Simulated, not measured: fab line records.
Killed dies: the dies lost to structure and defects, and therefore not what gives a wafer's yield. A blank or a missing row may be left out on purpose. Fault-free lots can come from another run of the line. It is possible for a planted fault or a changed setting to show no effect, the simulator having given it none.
fab line records    flow n5_finfet
record lots=7  wafers=21
route steps=1938 shown ZERO_LAYER@9 PMOS_HMC_CHANNEL_EPI@63 SD_EPI_N@278 SD_EPI_P@312 SD_ACTIVATION@330 HKMG_FIN@391
start_h: start of the lot's first displayed wafer, in hours after the record's first day    wait_h: time in hours since the lot's previous step    " as in the row above    L1.1+2: several wafers, shown together as one row    - no value, or no start was given    * or withheld: withheld    < > ~ a bound
route shown NAME@n: names a module that has steps shown in the file, with the first one's number in the route    usual: mean/standard deviation of fault-free wafers    same: alike in all rows    chamber/n: place in a boat    sites: the reading at each site    _std_site: standard deviation of those values    _edge_site: inner sites' mean taken away from outer sites' mean    radius_mm: how far each site lies from the wafer's centre    mask NAME#n: copy n    behind: tool/chamber where the wafer was last shaped    hold: cause of the lot's hold/its duration in hours/its outcome    device: the transistor (n, p or np) that didn't switch    end of line: the tests these same wafers got at the end of their route    a step with no rows: only its recipe    killed: dies lost to structure and defects at the first sort, not the wafer's yield    map: the dies of a wafer, with x for killed, . for not killed, _ for no die there
set.NAME: the setting the step ran with; set.NAME@STEP: the setting that earlier step ran with    model.NAME: the simulator's own value behind a step, which no gauge read
one table per step and one row per wafer, for lots whose settings were changed on purpose
## steps
# step N5_ZERO_LAYER_EXPOSE_08
# recipe mask_id=ZERO  na=0.55  source_shape=conventional  sigma_outer=0.8  polarization=unpolarized  defocus_nm=0  target_cd_nm=2000  dose_mj=16.2
lot.wafer   tool            chamber  start_h  wait_h  mask    set.dose_mj
L078.1      krf_scanner-01  0        36.47    -       ZERO#0  16.68
L078.2+4    "               0        "        "       ZERO#0  16.2
L079.4+5    krf_scanner-02  0        42.61    -       ZERO#0  16.52
L079.6      "               0        "        "       ZERO#0  16.2
L080.2+3+5  krf_scanner-01  0        48.60    -       ZERO#0  16.2
L081.1+3    krf_scanner-01  0        54.48    -       ZERO#0  16.2
L081.2      "               0        "        "       ZERO#0  17.2
L083.2+3+4  krf_scanner-02  0        66.47    -       ZERO#0  17.26
L084.1+2+4  krf_scanner-01  0        72.59    -       ZERO#0  16.2
L095.2+3+5  krf_scanner-02  0        138.60   -       ZERO#0  16.2
# step N5_ZERO_LAYER_DEVELOP_10
# recipe develop_time_s=60  rinse_liquid=diw  dry=air_spin  dev_temp_c=21
lot.wafer   tool            chamber  start_h  wait_h  set.develop_time_s
L078.1+2+4  litho_track-03  0        -        -       60
L079.4      litho_track-05  0        -        -       52.9
L079.5+6    "               0        "        "       60
L080.2+5    litho_track-05  0        -        -       60
L080.3      "               0        "        "       64.05
L081.1+2    litho_track-04  0        -        -       60
L081.3      "               0        "        "       46.92
L083.2      litho_track-04  0        -        -       60
L083.3+4    "               0        "        "       52.87
L084.1+2+4  litho_track-03  0        -        -       60
L095.2+3+5  litho_track-03  0        -        -       60
# step N5_ZERO_LAYER_HARDBAKE_23
# recipe temp_c=130  time_s=120
# step N5_ZERO_LAYER_CD_MEAS_11
# recipe target_cd_nm=2000  landing_energy_ev=500  detector=se_inlens
# usual cd_nm=2000.7/2.2
lot.wafer  tool       chamber  start_h  wait_h  set.dose_mj@ZERO_LAYER_EXPOSE_08  cd_nm
L078.1     cd_sem-03  0        36.64    -       16.68                             2007.2
L078.2     "          0        "        "       16.2                              2001.0
L078.4     "          0        "        "       16.2                              2000.3
L079.4     cd_sem-01  0        42.77    -       16.52                             2000.5
L079.5     "          0        "        "       16.52                             2007.6
L079.6     "          0        "        "       16.2                              2000.5
L080.2     cd_sem-01  0        48.77    -       16.2                              2002.6
L080.3     "          0        "        "       16.2                              2004.0
L080.5     "          0        "        "       16.2                              2001.8
L081.1     cd_sem-02  0        54.66    -       16.2                              1999.3
L081.2     "          0        "        "       17.2                              2013.2
L081.3     "          0        "        "       16.2                              1998.9
L083.2     cd_sem-01  0        66.64    -       17.26                             2011.1
L083.3     "          0        "        "       17.26                             2006.1
L083.4     "          0        "        "       17.26                             2008.4
L084.1     cd_sem-01  0        72.77    -       16.2                              2002.9
L084.2     "          0        "        "       16.2                              1997.4
L084.4     "          0        "        "       16.2                              2001.2
L095.2     cd_sem-01  0        138.77   -       16.2                              2003.5
L095.3     "          0        "        "       16.2                              2003.1
L095.5     "          0        "        "       16.2                              2001.3
# step N5_ZERO_LAYER_DESCUM_16
# recipe chemistry=O2  time_s=7.9  source_power_w=50  bias_power_w=20  pressure_mtorr=20  rf_frequency_hz=2.712e+07  temp_c=40  o2_flow_sccm=225
# step N5_ZERO_LAYER_ETCH_17
# recipe chemistry=CF4  target=SiO2  target_depth_a=120  time_s=13.3  ion_energy_ev=350  pressure_mtorr=40  source_w=450  bias_w=215  Ar_flow_sccm=100  cf4_flow_sccm=100
lot.wafer  tool         chamber  start_h  wait_h  set.dose_mj@ZERO_LAYER_EXPOSE_08  model.ZERO_LAYER.cd_nm
L078.1     rie_diel-01  0        37.13    0.0     16.68                             2007
L078.2     "            1        "        "       16.2                              2001
L078.4     "            2        "        "       16.2                              2000
L079.4     rie_diel-05  2        42.84    0.0     16.52                             2001
L079.5     "            3        "        "       16.52                             2008
L079.6     "            0        "        "       16.2                              2001
L080.2     rie_diel-05  0        48.84    0.0     16.2                              2003
L080.3     "            2        "        "       16.2                              2004
L080.5     "            1        "        "       16.2                              2002
L081.1+3   rie_diel-06  2,1      54.73    0.0     16.2                              1999
L081.2     "            0        "        "       17.2                              2013
L083.2     rie_diel-06  3        66.72    0.0     17.26                             2011
L083.3     "            1        "        "       17.26                             2006
L083.4     "            0        "        "       17.26                             2008
L084.1     rie_diel-01  0        72.84    0.0     16.2                              2003
L084.2     "            3        "        "       16.2                              1998
L084.4     "            2        "        "       16.2                              2001
L095.2     rie_diel-01  0        139.02   0.0     16.2                              2004
L095.3     "            2        "        "       16.2                              2003
L095.5     "            0        "        "       16.2                              2001
# step N5_PMOS_HMC_CHANNEL_EPI_PEB_07
# recipe peb_temp_c=110  peb_time_s=60  resist=CAR-ArF-block
lot.wafer   tool            chamber  start_h  wait_h  set.peb_temp_c
L078.1      litho_track-03  0        41.42    0.1     108.9
L078.2+4    "               0        "        "       110
L079.4+5+6  litho_track-03  0        47.43    0.0     110
L080.2+3    litho_track-03  0        53.43    0.0     110
L080.5      "               0        "        "       108.6
L081.1      litho_track-03  0        59.24    0.1     107
L081.2+3    "               0        "        "       110
L083.2+4    litho_track-05  0        71.31    0.0     111.8
L083.3      "               0        "        "       110
L084.1+2+4  litho_track-05  0        77.41    0.1     110
L095.2+3+5  litho_track-01  0        143.10   0.0     110
# step N5_PMOS_HMC_CHANNEL_EPI_DEVELOP_08
# recipe develop_time_s=30  developer=TMAH  resist=CAR-ArF-block  dev_temp_c=23  rinse_liquid=diw  dry=air_spin
# step N5_PMOS_HMC_CHANNEL_EPI_CD_MEAS_09
# recipe target_cd_nm=237.4  landing_energy_ev=500  detector=se_inlens
# usual cd_nm=237.5/0.91
lot.wafer  tool       chamber  start_h  wait_h  set.peb_temp_c@PMOS_HMC_CHANNEL_EPI_PEB_07  cd_nm
L078.1     cd_sem-02  0        41.49    -       108.9                                       232.9
L078.2     "          0        "        "       110                                         236.8
L078.4     "          0        "        "       110                                         237.3
L079.4     cd_sem-01  0        47.49    -       110                                         235.9
L079.5     "          0        "        "       110                                         236.8
L079.6     "          0        "        "       110                                         237.9
L080.2     cd_sem-01  0        53.50    -       110                                         238.8
L080.3     "          0        "        "       110                                         237.6
L080.5     "          0        "        "       108.6                                       233.8
L081.1     cd_sem-01  0        59.31    -       107                                         228.2
L081.2     "          0        "        "       110                                         236.9
L081.3     "          0        "        "       110                                         236.9
L083.2     cd_sem-03  0        71.38    -       111.8                                       242.3
L083.3     "          0        "        "       110                                         237.3
L083.4     "          0        "        "       111.8                                       242.5
L084.1     cd_sem-01  0        77.48    -       110                                         238.4
L084.2     "          0        "        "       110                                         235.9
L084.4     "          0        "        "       110                                         237.5
L095.2     cd_sem-02  0        143.17   -       110                                         238.4
L095.3     "          0        "        "       110                                         237.0
L095.5     "          0        "        "       110                                         237.1
# step N5_PMOS_HMC_CHANNEL_EPI_DESCUM_14
# recipe chemistry=O2  time_s=7.9  source_power_w=50  bias_power_w=20  pressure_mtorr=20  rf_frequency_hz=2.712e+07  temp_c=40  resist=CAR-ArF-block  o2_flow_sccm=225
lot.wafer  tool         chamber  start_h  wait_h  set.time_s  set.peb_temp_c@PMOS_HMC_CHANNEL_EPI_PEB_07  model.PMOS_HMC_CHANNEL_EPI.cd_nm
L078.1     rie_diel-06  3        41.58    0.0     6.365       108.9                                       232.7
L078.2     "            1        "        "       7.9         110                                         236.6
L078.4     "            0        "        "       6.365       110                                         237.2
L079.4     rie_diel-05  0        47.58    0.0     7.9         110                                         236.4
L079.5     "            3        "        "       7.389       110                                         237
L079.6     "            2        "        "       7.389       110                                         237.9
L080.2     rie_diel-01  3        53.59    0.0     7.9         110                                         238.7
L080.3     "            1        "        "       6.95        110                                         237.3
L080.5     "            0        "        "       7.9         108.6                                       233.8
L081.1     rie_diel-05  3        59.59    0.2     7.9         107                                         228.4
L081.2     "            1        "        "       7.9         110                                         236.9
L081.3     "            0        "        "       8.464       110                                         236.8
L083.2     rie_diel-05  3        71.47    0.0     7.9         111.8                                       242.3
L083.3     "            1        "        "       7.9         110                                         237.6
L083.4     "            2        "        "       7.9         111.8                                       242.6
L084.1     rie_diel-06  0        77.57    0.0     7.9         110                                         238.3
L084.2     "            2        "        "       7.9         110                                         236.1
L084.4     "            1        "        "       7.9         110                                         237.4
L095.2     rie_diel-06  3        143.40   0.2     6.751       110                                         238.2
L095.3     "            0        "        "       6.751       110                                         236.8
L095.5     "            0        "        "       6.751       110                                         236.9
# step N5_PMOS_HMC_CHANNEL_EPI_ETCH_32
# recipe chemistry=N2/H2  target=BARC  stop_on=SiO2  target_depth_a=858  over_etch_frac=0.3  time_s=50.3  ion_energy_ev=200  mask_material=CAR-ArF-block  pressure_mtorr=30  source_w=840  bias_w=150  n2_flow_sccm=200  h2_flow_sccm=200
lot.wafer  tool         chamber  start_h  wait_h  set.peb_temp_c@PMOS_HMC_CHANNEL_EPI_PEB_07  model.PMOS_HMC_CHANNEL_EPI.cd_nm
L078.1     rie_diel-06  3        41.61    0.0     108.9                                       235
L078.2     "            1        "        "       110                                         238.7
L078.4     "            0        "        "       110                                         239.9
L079.4     rie_diel-05  0        47.61    0.0     110                                         239
L079.5     "            3        "        "       110                                         239.4
L079.6     "            2        "        "       110                                         240.2
L080.2     rie_diel-01  3        53.62    0.0     110                                         241.2
L080.3     "            1        "        "       110                                         239.2
L080.5     "            0        "        "       108.6                                       236.6
L081.1     rie_diel-05  3        59.63    0.0     107                                         231.2
L081.2     "            1        "        "       110                                         240
L081.3     "            0        "        "       110                                         239.9
L083.2     rie_diel-05  3        71.50    0.0     111.8                                       244.8
L083.3     "            1        "        "       110                                         240.6
L083.4     "            2        "        "       111.8                                       244.9
L084.1     rie_diel-06  0        77.61    0.0     110                                         240.7
L084.2     "            2        "        "       110                                         239.5
L084.4     "            1        "        "       110                                         239.6
L095.2     rie_diel-06  3        143.44   0.0     110                                         241.4
L095.3     "            0        "        "       110                                         240.1
L095.5     "            0        "        "       110                                         239.8
# step N5_SD_EPI_N_ETCH_45
# recipe chemistry=CH3F/O2  target=SiOCN  target_depth_a=60  mask_material=SOC  ion_energy_ev=60  bias_w=29  pressure_mtorr=15  source_w=410  Ar_flow_sccm=150  CH3F_flow_sccm=30  O2_flow_sccm=20
lot.wafer  tool         chamber  start_h  wait_h  set.target_depth_a  model.etch.depth_nm
L078.1     rie_diel-03  0        73.16    0.1     60                  5.892
L078.2     "            2        "        "       60                  5.809
L078.4     "            3        "        "       60                  5.978
L079.4     rie_diel-04  0        78.25    0.1     64.48               6.403
L079.5     "            3        "        "       64.48               6.709
L079.6     "            2        "        "       60                  6.052
L080.2     rie_diel-03  1        84.12    0.1     64.74               6.401
L080.3     "            3        "        "       60                  6.053
L080.5     "            1        "        "       64.74               6.372
L081.1     rie_diel-04  1        96.37    0.1     60                  6.136
L081.2     "            3        "        "       57.69               5.965
L081.3     "            2        "        "       60                  6.056
L083.2     rie_diel-02  1        102.61   0.1     60                  6.021
L083.3+4   "            0,3      "        "       63.59               6.348
L084.1     rie_diel-02  3        110.48   0.1     60                  5.947
L084.2     "            1        "        "       60                  6.043
L084.4     "            0        "        "       60                  6.046
L095.2     rie_diel-03  3        177.20   0.1     60                  5.945
L095.3     "            1        "        "       60                  5.913
L095.5     "            0        "        "       60                  5.962
# step N5_SD_EPI_N_ETCH_16
# recipe chemistry=CHF3/O2  target=SiO2  target_depth_a=50  mask_material=SOC  pressure_mtorr=30  source_w=650  bias_w=170  Ar_flow_sccm=200  CHF3_flow_sccm=50  O2_flow_sccm=5  ion_energy_ev=200
lot.wafer  tool         chamber  start_h  wait_h  set.target_depth_a  model.etch.depth_nm
L078.1     rie_diel-03  0        73.26    0.1     50                  4.985
L078.2     "            2        "        "       50                  4.862
L078.4     "            3        "        "       50                  4.995
L079.4     rie_diel-04  0        78.35    0.1     47.32               4.733
L079.5     "            3        "        "       47.32               4.917
L079.6     "            2        "        "       50                  5.046
L080.2     rie_diel-03  1        84.22    0.1     46.3                4.619
L080.3     "            3        "        "       46.3                4.72
L080.5     "            1        "        "       46.3                4.608
L081.1     rie_diel-04  1        96.47    0.1     50                  5.099
L081.2     "            3        "        "       44.67               4.615
L081.3     "            2        "        "       44.67               4.429
L083.2     rie_diel-02  1        102.71   0.1     50                  5.055
L083.3     "            0        "        "       50                  5.056
L083.4     "            3        "        "       50                  5.031
L084.1     rie_diel-02  3        110.58   0.1     50                  5.009
L084.2     "            1        "        "       50                  5.044
L084.4     "            0        "        "       50                  5.006
L095.2     rie_diel-03  3        177.30   0.1     53.85               5.352
L095.3     "            1        "        "       50                  4.887
L095.5     "            0        "        "       50                  4.947
# step N5_SD_EPI_P_ETCH_16
# recipe chemistry=CHF3/O2  target=SiO2  target_depth_a=50  mask_material=SOC  pressure_mtorr=30  source_w=650  bias_w=170  Ar_flow_sccm=200  CHF3_flow_sccm=50  O2_flow_sccm=5  ion_energy_ev=200
lot.wafer  tool         chamber  start_h  wait_h  set.target_depth_a  model.etch.depth_nm
L078.1     rie_diel-01  0        77.69    0.1     50                  5.021
L078.2     "            1        "        "       50                  5.101
L078.4     "            3        "        "       50                  5.022
L079.4     rie_diel-01  3        83.63    0.1     47.48               4.771
L079.5     "            1        "        "       50                  5.117
L079.6     "            0        "        "       47.48               4.747
L080.2     rie_diel-01  3        89.40    0.1     54.27               5.426
L080.3     "            2        "        "       50                  4.996
L080.5     "            2        "        "       54.27               5.44
L081.1     rie_diel-06  3        101.22   0.1     46.59               4.637
L081.2     "            1        "        "       50                  4.854
L081.3     "            2        "        "       46.59               4.506
L083.2     rie_diel-01  0        108.20   0.1     50                  5.009
L083.3     "            1        "        "       44.72               4.559
L083.4     "            3        "        "       50                  5.033
L084.1     rie_diel-01  2        114.90   0.1     50                  4.992
L084.2     "            0        "        "       50                  5.035
L084.4     "            3        "        "       50                  5.094
L095.2     rie_diel-05  0        182.90   0.1     50                  5.069
L095.3     "            3        "        "       50                  5.01
L095.5     "            1        "        "       50                  4.935
# step N5_SD_EPI_P_EPI_21
# recipe material=SiGe:B  dopant=B  temp_c=550  pressure_torr=20  ambient=H2  time_s=355
lot.wafer  tool          chamber  start_h  wait_h  set.epi_growth_time_s  model.SiGe-B_of_SD_EPI_P_EPI_21.thk_nm
L078.1     epi_rpcvd-01  0        78.42    0.1     355                    61.6
L078.2     "             0        "        "       344.9                  60
L078.4     "             0        "        "       355                    60.6
L079.4     epi_rpcvd-03  0        85.48    1.1     355                    60.2
L079.5     "             0        "        "       355                    60.4
L079.6     "             0        "        "       355                    60.8
L080.2     epi_rpcvd-03  0        90.49    0.5     340.3                  59.8
L080.3     "             0        "        "       340.3                  60.4
L080.5     "             0        "        "       355                    62
L081.1+3   epi_rpcvd-01  0        101.95   0.1     355                    61.4
L081.2     "             0        "        "       355                    61
L083.2     epi_rpcvd-03  0        109.29   0.5     355                    60.4
L083.3     "             0        "        "       324.5                  57.2
L083.4     "             0        "        "       355                    60.8
L084.1     epi_rpcvd-04  0        115.63   0.1     355                    61.6
L084.2     "             0        "        "       355                    60.8
L084.4     "             0        "        "       355                    60.6
L095.2     epi_rpcvd-01  0        184.25   0.6     366.7                  62.6
L095.3+5   "             0        "        "       355                    61.4
# step N5_SD_EPI_P_HM_STRIP_48
# recipe chemistry=H3PO4  temp_c=160  material=SiNx  target=SiNx  target_depth_a=30  overetch_fraction=0.3
# step N5_SD_EPI_P_SRD_49
# recipe dry=ipa_marangoni  time_s=30  temp_c=23  rinse_liquid=diw
# step N5_SD_EPI_P_PRECLEAN_24
# recipe chemistry=O3/DIW  time_s=45  temp_c=22  o3_ppm=10
lot.wafer  tool          chamber  start_h  wait_h  set.epi_growth_time_s@SD_EPI_P_EPI_21  model.SiGe-B_of_SD_EPI_P_EPI_21.thk_nm
L078.1     wet_bench-04  6        80.73    0.0     355                                    61
L078.2     "             0        "        "       344.9                                  59.6
L078.4     "             1        "        "       355                                    60.2
L079.4     wet_bench-01  7        86.70    0.0     355                                    59.8
L079.5     "             1        "        "       355                                    60
L079.6     "             0        "        "       355                                    60.2
L080.2     wet_bench-01  6        92.43    0.0     340.3                                  59.4
L080.3     "             0        "        "       340.3                                  60
L080.5     "             5        "        "       355                                    61.4
L081.1     wet_bench-01  6        104.25   0.0     355                                    60.8
L081.2     "             1        "        "       355                                    60.6
L081.3     "             4        "        "       355                                    61
L083.2     wet_bench-01  5        111.24   0.0     355                                    59.8
L083.3     "             0        "        "       324.5                                  56.8
L083.4     "             7        "        "       355                                    60.4
L084.1     wet_bench-02  5        117.95   0.0     355                                    61.2
L084.2+4   "             3,6      "        "       355                                    60.2
L095.2     wet_bench-02  1        186.79   0.0     366.7                                  62.2
L095.3+5   "             0,4      "        "       355                                    61
# step N5_SD_EPI_P_PRECLEAN_32
# recipe chemistry=dHF  time_s=10  dilution=500:1  temp_c=25
# step N5_SD_EPI_P_PRECLEAN_33
# recipe chemistry=SC2  time_s=45  temp_c=35  mix=1:1:50
# step N5_SD_ACTIVATION_RTA_00
# recipe temp_c=975  time_s=0  ambient=N2  idle_temp_c=600  ramp_up_c_per_s=150  ramp_down_c_per_s=60  cool_to_c=600
# step N5_SD_ACTIVATION_LSA_01
# recipe temp_c=1080  time_s=0.0008  ambient=N2
# step N5_SD_ACTIVATION_RS_MEAS_03
# recipe thk_meas_gauge=four-point-probe
# usual RS_SD_N=21.9/0.31  RS_SD_P=55.9/0.96
lot.wafer  tool           chamber  start_h  wait_h  set.epi_growth_time_s@SD_EPI_P_EPI_21  RS_SD_N[ohm/sq]  RS_SD_P[ohm/sq]
L078.1     film_metro-01  -        81.48    0.2     355                                    22.0             55.7
L078.2     "              -        "        "       344.9                                  21.9             57.6
L078.4     "              -        "        "       355                                    21.6             56.1
L079.4     film_metro-02  -        87.53    0.2     355                                    21.8             57.0
L079.5     "              -        "        "       355                                    22.1             57.0
L079.6     "              -        "        "       355                                    22.3             56.9
L080.2     film_metro-02  -        92.96    0.2     340.3                                  21.7             56.8
L080.3     "              -        "        "       340.3                                  21.7             56.2
L080.5     "              -        "        "       355                                    21.9             55.6
L081.1     film_metro-01  -        104.97   0.2     355                                    21.9             55.6
L081.2     "              -        "        "       355                                    21.8             55.9
L081.3     "              -        "        "       355                                    21.7             55.3
L083.2     film_metro-02  -        111.76   0.2     355                                    21.4             56.1
L083.3     "              -        "        "       324.5                                  21.5             59.8
L083.4     "              -        "        "       355                                    21.8             55.5
L084.1     film_metro-01  -        118.59   0.2     355                                    21.5             56.0
L084.2     "              -        "        "       355                                    21.6             56.9
L084.4     "              -        "        "       355                                    21.1             57.0
L095.2     film_metro-02  -        187.40   0.2     366.7                                  21.7             54.7
L095.3     "              -        "        "       355                                    22.2             55.5
L095.5     "              -        "        "       355                                    21.8             55.4
# step N5_HKMG_FIN_COAT_42
# recipe resist=SiARC  temp_c=220  time_s=60  spin_rpm=1500  resist_thk_nm=35
lot.wafer  tool            chamber  start_h  wait_h  set.spin_rpm  model.SiARC_of_HKMG_FIN_COAT_42.thk_nm
L078.1     litho_track-01  0        -        -       1346          37
L078.2     "               0        "        "       1500          35
L078.4     "               0        "        "       1500          35.2
L079.4     litho_track-01  0        -        -       1500          35
L079.5+6   "               0        "        "       1660          33.2
L080.2+5   litho_track-01  0        -        -       1500          35
L080.3     "               0        "        "       1580          34.2
L081.1+3   litho_track-02  0        -        -       1423          36
L081.2     "               0        "        "       1500          35
L083.2     litho_track-02  0        -        -       1592          34
L083.3+4   "               0        "        "       1592          34.2
L084.1     litho_track-02  0        -        -       1500          35.2
L084.2+4   "               0        "        "       1500          35
L095.2+5   litho_track-05  0        -        -       1500          35.2
L095.3     "               0        "        "       1457          35.6
# step N5_HKMG_FIN_COAT_43
# recipe resist=CAR-ArF  spin_rpm=1500  resist_thk_nm=90
# step N5_HKMG_FIN_EBR_45
# recipe solvent=PGMEA  ebr_width_mm=1.5
# step N5_HKMG_FIN_DESCUM_53
# recipe chemistry=O2  time_s=7.9  source_power_w=50  bias_power_w=20  pressure_mtorr=20  rf_frequency_hz=2.712e+07  temp_c=40  resist=CAR-ArF  o2_flow_sccm=225
# step N5_HKMG_FIN_ETCH_54
# recipe chemistry=CF4  target=SiARC  target_depth_a=455  mask_material=CAR-ArF  time_s=75.8  ion_energy_ev=80  pressure_mtorr=40  source_w=545  bias_w=36  Ar_flow_sccm=100  cf4_flow_sccm=100  ends=cleared
lot.wafer  tool         chamber  start_h  wait_h  set.spin_rpm@HKMG_FIN_COAT_42  model.etch.depth_nm  model.CAR-ArF_of_HKMG_FIN_COAT_43.thk_nm
L078.1     rie_diel-03  3        96.53    0.0     1346                           37.07                49.2
L078.2     "            2        "        "       1500                           35.06                50.8
L078.4     "            1        "        "       1500                           35.2                 50.6
L079.4     rie_diel-02  3        103.04   0.0     1500                           35.01                50.8
L079.5     "            1        "        "       1660                           33.29                52.4
L079.6     "            2        "        "       1660                           33.29                52
L080.2     rie_diel-04  1        106.87   0.0     1500                           35.01                50.4
L080.3     "            3        "        "       1580                           34.16                51.6
L080.5     "            1        "        "       1500                           34.95                50.8
L081.1     rie_diel-04  2        119.45   0.0     1423                           35.98                50
L081.2     "            1        "        "       1500                           35.06                51.2
L081.3     "            3        "        "       1423                           35.97                49.8
L083.2     rie_diel-04  3        124.77   0.0     1592                           34.07                51.6
L083.3     "            2        "        "       1592                           34.15                51.8
L083.4     "            0        "        "       1592                           34.22                51.6
L084.1     rie_diel-02  1        131.39   0.0     1500                           35.12                51
L084.2     "            0        "        "       1500                           35.08                51.2
L084.4     "            2        "        "       1500                           35.09                51
L095.2     rie_diel-03  3        201.09   0.0     1500                           35.18                50.8
L095.3     "            2        "        "       1457                           35.62                50.2
L095.5     "            0        "        "       1500                           35.15                50.8
# step N5_HKMG_FIN_ETCH_55
# recipe chemistry=N2/H2  target=SOC  target_depth_a=2400  temp_c=40  time_s=300  ion_energy_ev=200  mask_material=SiARC  pressure_mtorr=30  source_w=840  bias_w=150  n2_flow_sccm=200  h2_flow_sccm=200
# usual rf_vpp_V=524.0/3
lot.wafer  tool         chamber  start_h  wait_h  set.bias_w  rf_vpp_V
L078.1     rie_diel-03  3        96.58    0.0     150         529.3
L078.2     "            2        "        "       150         524.3
L078.4     "            1        "        "       150         525.7
L079.4     rie_diel-02  3        103.10   0.0     136.2       494.9
L079.5     "            1        "        "       136.2       488.4
L079.6     "            2        "        "       136.2       496.0
L080.2     rie_diel-04  1        106.93   0.0     150         525.2
L080.3     "            3        "        "       150         521.8
L080.5     "            1        "        "       134.6       490.8
L081.1     rie_diel-04  2        119.51   0.0     150         521.5
L081.2     "            1        "        "       150         524.1
L081.3     "            3        "        "       150         521.8
L083.2     rie_diel-04  3        124.83   0.0     141.5       502.3
L083.3     "            2        "        "       150         519.6
L083.4     "            0        "        "       150         522.8
L084.1     rie_diel-02  1        131.44   0.0     150         520.1
L084.2     "            0        "        "       150         521.2
L084.4     "            2        "        "       150         525.8
L095.2     rie_diel-03  3        201.15   0.0     150         527.9
L095.3     "            2        "        "       124.5       465.1
L095.5     "            0        "        "       124.5       462.6
## key
split step=N5_ZERO_LAYER_EXPOSE_08  setting=dose_mj  stated=16.2  by=wafer
response step=N5_ZERO_LAYER_CD_MEAS_11  reading=cd_nm  change=+2.23  per=1%  r=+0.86
response step=N5_ZERO_LAYER_ETCH_17  reading=model.ZERO_LAYER.cd_nm  change=+2.2  per=1%  r=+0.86
split step=N5_ZERO_LAYER_DEVELOP_10  setting=develop_time_s  stated=60  by=wafer
response none clear
split step=N5_PMOS_HMC_CHANNEL_EPI_PEB_07  setting=peb_temp_c  stated=110  by=wafer
response step=N5_PMOS_HMC_CHANNEL_EPI_CD_MEAS_09  reading=cd_nm  change=+3.29  per=1%  r=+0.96
response step=N5_PMOS_HMC_CHANNEL_EPI_DESCUM_14  reading=model.PMOS_HMC_CHANNEL_EPI.cd_nm  change=+3.17  per=1%  r=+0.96
response step=N5_PMOS_HMC_CHANNEL_EPI_ETCH_32  reading=model.PMOS_HMC_CHANNEL_EPI.cd_nm  change=+3.13  per=1%  r=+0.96
split step=N5_PMOS_HMC_CHANNEL_EPI_DESCUM_14  setting=time_s  stated=7.9  by=wafer
response none clear
split step=N5_SD_EPI_N_ETCH_45  setting=target_depth_a  stated=60  by=wafer
response step=N5_SD_EPI_N_ETCH_45  reading=model.etch.depth_nm  change=+0.0525  per=1%  r=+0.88
split step=N5_SD_EPI_N_ETCH_16  setting=target_depth_a  stated=50  by=wafer
response step=N5_SD_EPI_N_ETCH_16  reading=model.etch.depth_nm  change=+0.053  per=1%  r=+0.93
split step=N5_SD_EPI_P_ETCH_16  setting=target_depth_a  stated=50  by=wafer
response step=N5_SD_EPI_P_ETCH_16  reading=model.etch.depth_nm  change=+0.0481  per=1%  r=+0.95
split step=N5_SD_EPI_P_EPI_21  setting=epi_growth_time_s  stated=355  by=wafer
response step=N5_SD_EPI_P_EPI_21  reading=model.SiGe-B_of_SD_EPI_P_EPI_21.thk_nm  change=+0.402  per=1%  r=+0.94
response step=N5_SD_EPI_P_PRECLEAN_24  reading=model.SiGe-B_of_SD_EPI_P_EPI_21.thk_nm  change=+0.384  per=1%  r=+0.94
response step=N5_SD_ACTIVATION_RS_MEAS_03  reading=RS_SD_P  change=-0.408  per=1%  r=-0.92
split step=N5_HKMG_FIN_COAT_42  setting=spin_rpm  stated=1500  by=wafer
response step=N5_HKMG_FIN_COAT_42  reading=model.SiARC_of_HKMG_FIN_COAT_42.thk_nm  change=-0.175  per=1%  r=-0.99
response step=N5_HKMG_FIN_ETCH_54  reading=model.etch.depth_nm  change=-0.173  per=1%  r=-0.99
response step=N5_HKMG_FIN_ETCH_54  reading=model.CAR-ArF_of_HKMG_FIN_COAT_43.thk_nm  change=+0.156  per=1%  r=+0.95
split step=N5_HKMG_FIN_ETCH_55  setting=bias_w  stated=150  by=wafer
response step=N5_HKMG_FIN_ETCH_55  reading=rf_vpp_V  change=+3.59  per=1%  r=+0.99
